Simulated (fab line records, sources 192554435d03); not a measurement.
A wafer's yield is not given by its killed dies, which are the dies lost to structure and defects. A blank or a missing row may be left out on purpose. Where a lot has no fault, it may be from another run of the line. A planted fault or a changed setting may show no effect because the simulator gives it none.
Chamber matching	flow n5Finfet	aldHk-03 running N5_MIM_TOP_ALD_00: 4 sister chambers
The step deposits Al2O3, purge time 3 s, co reactant pulse time 3 s. 14 wafers are shown with their chamber, then 7 later ones without.

EACH WAFER AND ITS CHAMBER
wafer	chamber	precursorPulseHeightRel
L076.1	3	0.982
L076.4	1	1.011
L076.5	3	0.993
L079.1	0	0.991
L079.3	1	1.006
L079.5	2	1.014
L080.2	3	1.003
L080.3	0	0.992
L080.6	3	0.982
L086.1	1	0.976
L086.3	3	0.986
L086.4	0	1.007
L087.2	0	0.949
L087.3	3	1.006

SIGNATURES (averages over the wafers above)
reading	chamber 0	chamber 1	chamber 2	chamber 3	scatter within a chamber
precursorPulseHeightRel	0.98475	0.99767	1.01400	0.99200	0.0177
Rule: for a wafer and a chamber, the distance is found by dividing, reading by reading, the gap between the wafer's reading and the chamber's mean by the reading's scatter, squaring, summing and taking the root. The wafer belongs to the nearest chamber; if the next one is less than 2 further off, it can't be placed. How the scatter is found: for the shown wafers, subtract from each reading the mean of its chamber, square and add these, divide the total by (wafers less chambers), then take the root.

WAFERS WITHOUT THEIR CHAMBER
wafer	precursorPulseHeightRel
L087.5	1.011
L092.1	0.982
L092.2	0.998
L092.4	0.994
L094.2	1.011
L094.5	1.002
L094.6	1.007

WHICH CHAMBER EACH ONE RAN IN
wafer	from the rows above	in truth
L087.5	can't be placed: 2 or 1 or 3 or 0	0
L092.1	can't be placed: 0 or 3 or 1 or 2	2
L092.2	can't be placed: 1 or 3 or 0 or 2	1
L092.4	can't be placed: 3 or 1 or 0 or 2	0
L094.2	can't be placed: 2 or 1 or 3 or 0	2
L094.5	can't be placed: 1 or 3 or 2 or 0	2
L094.6	can't be placed: 2 or 1 or 3 or 0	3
Correct placement for 0 of the 7. From these rows, 7 cannot be placed; in 7 the true chamber is one of the candidates. Number placed wrongly: 0.
